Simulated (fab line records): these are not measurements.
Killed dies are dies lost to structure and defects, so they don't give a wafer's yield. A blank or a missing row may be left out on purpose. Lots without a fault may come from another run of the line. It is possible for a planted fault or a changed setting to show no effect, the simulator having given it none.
fab line records ; flow n5-finfet
record: lots: 9; wafers: 27; last-day: 18
route steps=1938 shown HKMG_FIN@432 BEOL_M4@1111
lots untouched by any fault: they come from a run of this same line in which no faults occurred
start-h: start of the lot's first displayed wafer, in hours after the record's first day ; wait-h: hours from the lot's prior step to this one ; " as in the row above ; L1.1+2: a row that stands for several wafers ; - no value present, or no start provided ; * or withheld: withheld ; < > ~ a bound
route shown NAME@n: NAME is a module with steps in the file, n the number in the route of the first one ; usual: average and standard deviation across the fault-free wafers ; same: alike in all rows ; chamber/n: place in a boat ; sites: readings site by site ; _std_site: their standard deviation ; _edge_site: outer sites' mean less inner sites' ; radius-mm: how far each site lies from the wafer's centre ; mask NAME#n: copy n ; behind: the tool/chamber that last shaped the wafer ; hold: the reason the lot was held/the length of the hold in hours/how it ended ; device: names the non-switching transistor (n, p or np) ; end of line: tests of these same wafers at the route's end ; a step with no rows: only its recipe ; killed: dies that structure and defects cost at the first sort, which is not the same as the wafer's yield ; map: the dies of a wafer, with x for killed, . for not killed, _ for no die there
set.NAME: the run value of the setting; set.NAME@STEP: its run value at that earlier step ; model.NAME: the simulator's own value behind a step, which no gauge read
a sample of lots followed through the steps of the route, with each step as a table and each wafer as a row
services: from which hour (start-h, from the record's first day; less than 0 if before it) a tool's chamber was out of use, for how many hours, and why
== steps ==
step: N5_HKMG_FIN_INSPECT_14
recipe: mode: adi; inspect-instrument: macro
usual: raw-defect-count: 2.1/1.4
lot.wafer;tool;chamber;start-h;wait-h;raw-defect-count
L201.1;defect-inspect-01;-;102.65;0.0;2
L201.2;defect-inspect-01;-;102.65;0.0;2
L201.4;defect-inspect-01;-;102.65;0.0;0
L206.2;defect-inspect-01;-;126.73;0.0;4
L206.3;defect-inspect-01;-;126.73;0.0;2
L206.6;defect-inspect-01;-;126.73;0.0;3
L207.3;defect-inspect-01;-;130.14;0.0;0
L207.4;defect-inspect-01;-;130.14;0.0;2
L207.5;defect-inspect-01;-;130.14;0.0;2
L208.1;defect-inspect-02;-;135.71;0.0;0
L208.2;defect-inspect-02;-;135.71;0.0;5
L208.5;defect-inspect-02;-;135.71;0.0;1
L215.4;defect-inspect-01;-;180.32;0.0;1
L215.5;defect-inspect-01;-;180.32;0.0;2
L215.6;defect-inspect-01;-;180.32;0.0;4
L217.1;defect-inspect-02;-;192.29;0.0;2
L217.3;defect-inspect-02;-;192.29;0.0;0
L217.4;defect-inspect-02;-;192.29;0.0;2
L218.1;defect-inspect-02;-;203.12;0.0;2
L218.3;defect-inspect-02;-;203.12;0.0;4
L218.6;defect-inspect-02;-;203.12;0.0;5
L220.1;defect-inspect-02;-;209.42;0.0;0
L220.4;defect-inspect-02;-;209.42;0.0;2
L220.5;defect-inspect-02;-;209.42;0.0;1
L221.1;defect-inspect-02;-;214.13;0.0;1
L221.4;defect-inspect-02;-;214.13;0.0;1
L221.6;defect-inspect-02;-;214.13;0.0;1
step: N5_HKMG_FIN_STRIP_89
recipe: chemistry: N2/H2; material: SOC; time-s: 20; power-w: 500; temp-c: 40; pressure-mtorr: 50; rf-frequency-hz: 6e+07; bias-power-w: 8; h2-frac: 0.5; n2-flow-sccm: 300; h2-flow-sccm: 300
usual: drypump-motor-current-A: 5.7/0.45; oes-product-au: 0.74/0.058; power-w: 499.9/1.5; rf-vpp-V: 54.1/0.93; showerhead-plenum-p-Torr: 3.33/0.12; throttle-valve-pct: 19.0/0.35
same: time-s: 20
lot.wafer;tool;chamber;start-h;wait-h;drypump-motor-current-A;oes-product-au;power-w;rf-hours-counter-h;rf-vpp-V;showerhead-plenum-p-Torr;throttle-valve-pct
L201.1;rie-diel-05;3;104.10;0.0;5.1;0.75;500.1;175;54.1;3.32;18.9
L201.2;rie-diel-05;1;104.10;0.0;6.6;0.69;499.7;238;55.1;3.21;19.5
L201.4;rie-diel-05;0;104.10;0.0;5.3;0.78;500.6;127;53.8;3.13;19.4
L206.2;rie-diel-01;3;128.15;0.0;5.3;0.73;497.8;198;54.0;3.35;18.9
L206.3;rie-diel-01;1;128.15;0.0;6.1;0.73;499.6;176;56.1;3.36;19.4
L206.6;rie-diel-01;3;128.15;0.0;5.3;0.73;497.5;-;54.3;3.35;18.9
L207.3;rie-diel-06;3;131.55;0.0;5.8;0.79;503.6;114;55.8;3.49;18.5
L207.4;rie-diel-06;1;131.55;0.0;5.8;0.72;500.0;-;56.0;3.34;19.8
L207.5;rie-diel-06;0;131.55;0.0;6.0;0.77;500.4;-;54.1;3.51;19.2
L208.1;rie-diel-05;0;137.39;0.0;5.3;0.78;496.9;138;54.5;3.12;19.4
L208.2;rie-diel-05;3;137.39;0.0;5.1;0.74;500.6;187;55.1;3.31;18.9
L208.5;rie-diel-05;3;137.39;0.0;5.1;0.74;498.3;-;52.9;3.31;18.9
L215.4;rie-diel-01;1;181.89;0.0;6.1;0.71;499.4;196;53.6;3.35;19.4
L215.5;rie-diel-01;0;181.89;0.0;5.4;0.80;500.7;-;54.5;3.39;18.8
L215.6;rie-diel-01;3;181.89;0.0;5.3;0.72;501.9;-;54.7;3.34;18.9
L217.1;rie-diel-05;2;194.59;0.0;5.4;0.67;500.9;247;54.4;3.18;19.0
L217.3;rie-diel-05;3;194.59;0.0;5.1;0.73;500.4;209;51.8;3.30;18.9
L217.4;rie-diel-05;1;194.59;0.0;6.6;0.97;497.1;15;54.4;3.60;19.2
L218.1;rie-diel-01;0;204.53;0.0;5.5;0.78;499.9;91;53.8;3.39;18.8
L218.3;rie-diel-01;2;204.53;0.0;6.4;0.68;500.3;239;53.8;3.44;18.6
L218.6;rie-diel-01;0;204.53;0.0;5.5;0.79;499.1;-;53.2;3.39;18.8
L220.1;rie-diel-01;3;211.00;0.0;5.3;0.70;501.8;229;53.4;3.34;18.9
L220.4;rie-diel-01;1;211.00;0.0;6.1;0.69;498.2;207;56.0;3.34;19.4
L220.5;rie-diel-01;2;211.00;0.0;6.4;0.68;501.6;-;54.6;3.44;18.6
L221.1;rie-diel-06;0;215.66;0.0;6.0;0.75;500.8;156;54.0;3.49;19.2
L221.4;rie-diel-06;0;215.66;0.0;6.0;0.75;498.8;-;55.5;3.49;19.2
L221.6;rie-diel-06;2;215.66;0.0;5.6;0.70;500.0;-;55.0;3.19;19.2
step: N5_HKMG_FIN_STRIP_90
recipe: chemistry: N2/H2; material: SOC; time-s: 20; power-w: 500; temp-c: 40; pressure-mtorr: 50; rf-frequency-hz: 6e+07; bias-power-w: 8; h2-frac: 0.5; n2-flow-sccm: 300; h2-flow-sccm: 300
usual: drypump-motor-current-A: 5.8/0.45; oes-product-au: 0.75/0.06; power-w: 499.9/1.4; rf-vpp-V: 54.2/0.78; showerhead-plenum-p-Torr: 3.35/0.13; throttle-valve-pct: 19.1/0.38
same: time-s: 20
lot.wafer;tool;chamber;start-h;wait-h;drypump-motor-current-A;oes-product-au;power-w;rf-hours-counter-h;rf-vpp-V;showerhead-plenum-p-Torr;throttle-valve-pct
L201.1;rie-diel-01;3;105.17;0.0;5.3;0.73;500.3;190;53.7;3.36;18.8
L201.2;rie-diel-01;0;105.17;0.0;5.4;0.83;501.3;53;54.6;3.41;18.7
L201.4;rie-diel-01;3;105.17;0.0;5.3;0.73;500.2;-;53.2;3.36;18.8
L206.2;rie-diel-05;2;129.22;0.0;5.5;0.69;501.2;223;54.0;3.19;18.9
L206.3;rie-diel-05;1;129.22;0.0;6.6;0.68;499.8;247;53.7;3.20;19.5
L206.6;rie-diel-05;0;129.22;0.0;5.3;0.73;454.2;-;54.5;3.13;19.4
L207.3;rie-diel-05;3;132.95;0.0;5.1;0.74;499.8;185;54.1;3.31;18.9
L207.4;rie-diel-05;0;132.95;0.0;5.3;0.73;454.9;137;54.9;3.13;19.4
L207.5;rie-diel-05;2;132.95;0.0;5.5;0.69;500.4;-;52.3;3.19;19.0
L208.1;rie-diel-06;1;138.58;0.0;5.7;0.73;499.2;223;53.8;3.34;19.8
L208.2;rie-diel-06;3;138.58;0.0;5.7;0.80;498.8;117;55.9;3.49;18.5
L208.5;rie-diel-06;3;138.58;0.0;5.7;0.79;500.3;-;54.9;3.49;18.5
L215.4;rie-diel-06;1;183.02;0.0;5.8;0.72;501.5;241;55.7;3.33;19.8
L215.5;rie-diel-06;0;183.02;0.0;6.0;0.75;497.3;-;54.1;3.49;19.2
L215.6;rie-diel-06;1;183.02;0.0;5.8;0.72;502.3;-;53.4;3.33;19.8
L217.1;rie-diel-05;3;195.70;0.0;5.1;0.72;500.9;210;56.2;3.30;18.9
L217.3;rie-diel-05;2;195.70;0.0;5.5;0.66;499.6;247;52.9;3.18;19.0
L217.4;rie-diel-05;0;195.70;0.0;5.3;0.75;501.3;162;54.3;3.11;19.5
L218.1;rie-diel-06;1;205.85;0.0;5.8;0.71;501.1;249;55.7;3.32;19.8
L218.3;rie-diel-06;2;205.85;0.0;5.6;0.70;498.8;222;53.7;3.19;19.1
L218.6;rie-diel-06;3;205.85;0.0;5.8;0.77;499.3;-;53.0;3.48;18.5
L220.1;rie-diel-05;1;212.12;0.0;6.6;0.95;497.6;22;54.5;3.60;19.2
L220.4;rie-diel-05;1;212.12;0.0;6.6;0.95;497.8;-;54.1;3.60;19.2
L220.5;rie-diel-05;3;212.12;0.0;5.1;0.72;497.0;-;53.7;3.30;18.9
L221.1;rie-diel-01;2;216.98;0.0;6.4;0.68;498.5;244;53.7;3.44;18.6
L221.4;rie-diel-01;1;216.98;0.0;6.1;0.71;500.4;209;54.6;3.34;19.5
L221.6;rie-diel-01;2;216.98;0.0;6.4;0.68;500.1;-;54.3;3.44;18.6
step: N5_HKMG_FIN_ALD_21
recipe: material: TiN; target-thk-a: 15; temp-c: 400; ald-precursor-family: TiCl4; ald-co-reactant: NH3; pulse-time-s: 1; purge-time-s: 3; co-reactant-purge-time-s: 2; co-reactant-pulse-time-s: 2; ald-cycles: 68; pressure-torr: 3
usual: chamber-pressure-Torr: 2.999/0.0066; heater-power-outer-w: 522/55; heater-power-w: 867/89; precursor-pulse-height-rel: 0.999/0.02
lot.wafer;tool;chamber;start-h;wait-h;chamber-pressure-Torr;heater-power-outer-w;heater-power-w;precursor-pulse-height-rel
L201.1;ald-metal-01;0;105.96;0.3;3.005;544;902;1.033
L201.2;ald-metal-01;1;105.96;0.3;2.983;444;740;1.011
L201.4;ald-metal-01;2;105.96;0.3;2.998;460;728;0.995
L206.2;ald-metal-03;0;129.90;0.3;2.997;487;835;0.992
L206.3;ald-metal-03;1;129.90;0.3;3.006;603;928;0.984
L206.6;ald-metal-03;2;129.90;0.3;3.005;565;938;1.007
L207.3;ald-metal-03;0;133.64;0.1;3.002;473;848;0.999
L207.4;ald-metal-03;3;133.64;0.1;2.994;577;917;0.986
L207.5;ald-metal-03;2;133.64;0.1;3.001;565;925;1.027
L208.1;ald-metal-02;0;139.26;0.3;3.004;431;740;0.950
L208.2;ald-metal-02;3;139.26;0.3;3.006;567;974;0.989
L208.5;ald-metal-02;0;139.26;0.3;3.006;435;741;0.983
L215.4;ald-metal-02;1;183.70;0.1;2.997;542;967;0.994
L215.5;ald-metal-02;3;183.70;0.1;2.995;559;950;0.999
L215.6;ald-metal-02;2;183.70;0.1;3.008;486;798;1.019
L217.1;ald-metal-02;1;196.39;0.3;2.998;550;935;0.985
L217.3;ald-metal-02;2;196.39;0.3;3.007;472;811;1.011
L217.4;ald-metal-02;3;196.39;0.3;2.998;594;966;0.996
L218.1;ald-metal-03;1;206.53;0.3;2.984;595;945;0.998
L218.3;ald-metal-03;0;206.53;0.3;3.002;475;832;1.019
L218.6;ald-metal-03;3;206.53;0.3;2.995;598;956;0.983
L220.1;ald-metal-01;0;212.82;0.3;3.000;575;882;1.045
L220.4;ald-metal-01;1;212.82;0.3;2.987;421;704;0.999
L220.5;ald-metal-01;3;212.82;0.3;2.998;509;805;1.014
L221.1;ald-metal-02;0;217.73;0.3;3.010;444;746;0.997
L221.4;ald-metal-02;1;217.73;0.3;3.004;545;962;0.980
L221.6;ald-metal-02;3;217.73;0.3;3.000;585;970;1.017
step: N5_BEOL_M4_RC_MEAS_101
usual: DIBL_N: 35.9/1.4; DIBL_P: 35.9/1.7; IOFF_N: 0.160/0.026; IOFF_P: 0.21/0.036; ION_N: 672/11; ION_P: 461/8.1; SS_N: 71.4/0.54; SS_P: 73.2/0.67; VT_N: 249.3/2.7; VT_P: -250/3.9
lot.wafer;tool;chamber;start-h;wait-h;DIBL_N[mV/V];DIBL_P[mV/V];IOFF_N[nA/um];IOFF_P[nA/um];ION_N[uA/um];ION_P[uA/um];SS_N[mV/dec];SS_P[mV/dec];VT_N[mV];VT_P[mV]
L201.1;prober-02;0;196.80;0.0;36.3;36.2;0.161;0.22;674;462;71.1;74.1;249.6;-247
L201.2;prober-02;0;196.80;0.0;38.0;39.1;0.208;0.28;682;465;72.0;73.7;246.3;-248
L201.4;prober-02;0;196.80;0.0;36.7;35.7;0.169;0.21;674;454;71.8;73.2;250.4;-247
L207.3;prober-02;0;221.33;0.3;35.6;34.3;0.140;0.19;666;456;71.3;72.4;253.3;-252
L207.4;prober-02;0;221.33;0.3;35.7;35.1;0.142;0.19;663;457;70.9;72.9;251.2;-250
L207.5;prober-02;0;221.33;0.3;36.2;34.6;0.146;0.19;670;462;71.1;72.4;250.4;-250
L206.2;prober-02;0;222.69;0.2;36.4;37.4;0.167;0.19;688;457;70.5;74.0;249.1;-254
L206.3;prober-02;0;222.69;0.2;34.8;35.2;0.132;0.16;673;456;71.3;73.0;249.8;-256
L206.6;prober-02;0;222.69;0.2;36.5;36.9;0.172;0.20;679;463;70.6;73.3;248.2;-251
L208.1;prober-02;0;230.17;0.0;35.7;35.9;0.157;0.21;667;456;71.3;73.0;250.1;-247
L208.2;prober-02;0;230.17;0.0;34.4;34.8;0.137;0.20;666;463;70.3;73.0;248.8;-248
L208.5;prober-02;0;230.17;0.0;33.6;33.0;0.122;0.17;648;452;71.2;71.8;253.3;-251
L215.4;prober-02;0;261.40;0.5;37.7;38.0;0.194;0.29;690;478;71.5;73.4;245.4;-244
L215.5;prober-02;0;261.40;0.5;38.6;38.5;0.223;0.30;675;467;71.7;74.1;243.9;-244
L215.6;prober-02;0;261.40;0.5;36.4;36.7;0.178;0.26;681;474;71.2;72.9;244.9;-244
L217.1;prober-01;0;288.39;0.0;35.5;35.9;0.162;0.25;663;465;72.1;72.7;249.5;-243
L217.3;prober-01;0;288.39;0.0;37.5;38.4;0.193;0.28;680;472;72.4;74.2;248.3;-244
L217.4;prober-01;0;288.39;0.0;35.4;35.7;0.156;0.24;667;462;71.2;72.8;249.9;-248
L218.1;prober-02;0;309.35;0.0;36.1;34.4;0.142;0.15;664;450;70.9;72.8;249.5;-258
L218.3;prober-02;0;309.35;0.0;37.1;36.0;0.142;0.17;643;441;71.9;73.1;253.3;-254
L218.6;prober-02;0;309.35;0.0;37.0;36.6;0.158;0.18;674;450;71.8;73.2;248.2;-255
L220.1;prober-01;0;309.69;0.0;36.2;37.0;0.186;0.23;670;458;72.1;73.9;245.1;-248
L220.4;prober-01;0;309.69;0.0;35.4;37.1;0.171;0.22;690;465;71.6;74.4;248.0;-250
L220.5;prober-01;0;309.69;0.0;34.2;34.5;0.136;0.18;660;451;71.1;72.8;251.7;-253
L221.1;prober-02;0;316.26;0.0;36.1;36.2;0.149;0.18;665;456;71.0;72.9;252.6;-253
L221.4;prober-02;0;316.26;0.0;35.0;35.4;0.136;0.17;678;459;70.9;73.7;253.1;-255
L221.6;prober-02;0;316.26;0.0;38.2;39.4;0.190;0.24;675;462;71.5;74.2;249.5;-248
== services ==
tool;chamber;start-h;hours;kind
ald-metal-02;1;109.06;5.2;repair
ald-metal-01;-;109.58;6.0;pm
ald-metal-03;-;119.73;7.3;repair
ald-metal-02;-;128.34;8.7;pm
rie-diel-06;2;130.51;8.3;repair
rie-diel-05;1;139.24;-;clean
rie-diel-05;1;139.24;-;consumable-replace:focus-ring
rie-diel-05;1;139.24;-;consumable-replace:showerhead
rie-diel-05;1;139.24;12.1;scheduled-down
rie-diel-05;1;139.24;12.1;vent-cycle
ald-metal-02;-;155.10;2.8;pm
rie-diel-06;3;159.99;6.8;repair
ald-metal-01;-;197.32;8.7;pm
rie-diel-05;2;204.27;-;clean
rie-diel-05;2;204.27;-;consumable-replace:focus-ring
rie-diel-05;2;204.27;-;consumable-replace:showerhead
rie-diel-05;2;204.27;26.8;scheduled-down
rie-diel-05;2;204.27;26.8;vent-cycle
rie-diel-06;1;211.69;-;clean
rie-diel-06;1;211.69;-;consumable-replace:focus-ring
rie-diel-06;1;211.69;15.6;scheduled-down
rie-diel-06;1;211.69;15.6;vent-cycle
== key ==
first-sign: step: N5_HKMG_FIN_STRIP_90; reading: power-w; direction: down; sigmas: 33; usual: *; struck: *
effect none on later readings
met-at N5_HKMG_FIN_STRIP_90
struck-lots L206,L207
struck-wafers L206.6,L207.4
not-acting-at N5_HKMG_FIN_INSPECT_14,N5_HKMG_FIN_STRIP_89,N5_HKMG_FIN_ALD_21
fault: kind: process-parameter-drift; tool: rie-diel-05; chamber: 0; onset-h: 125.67; steps: N5_HKMG_FIN_STRIP_90; channel: power-w; offset: *; shape: step; end-h: 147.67; acts-in: *; stated: *
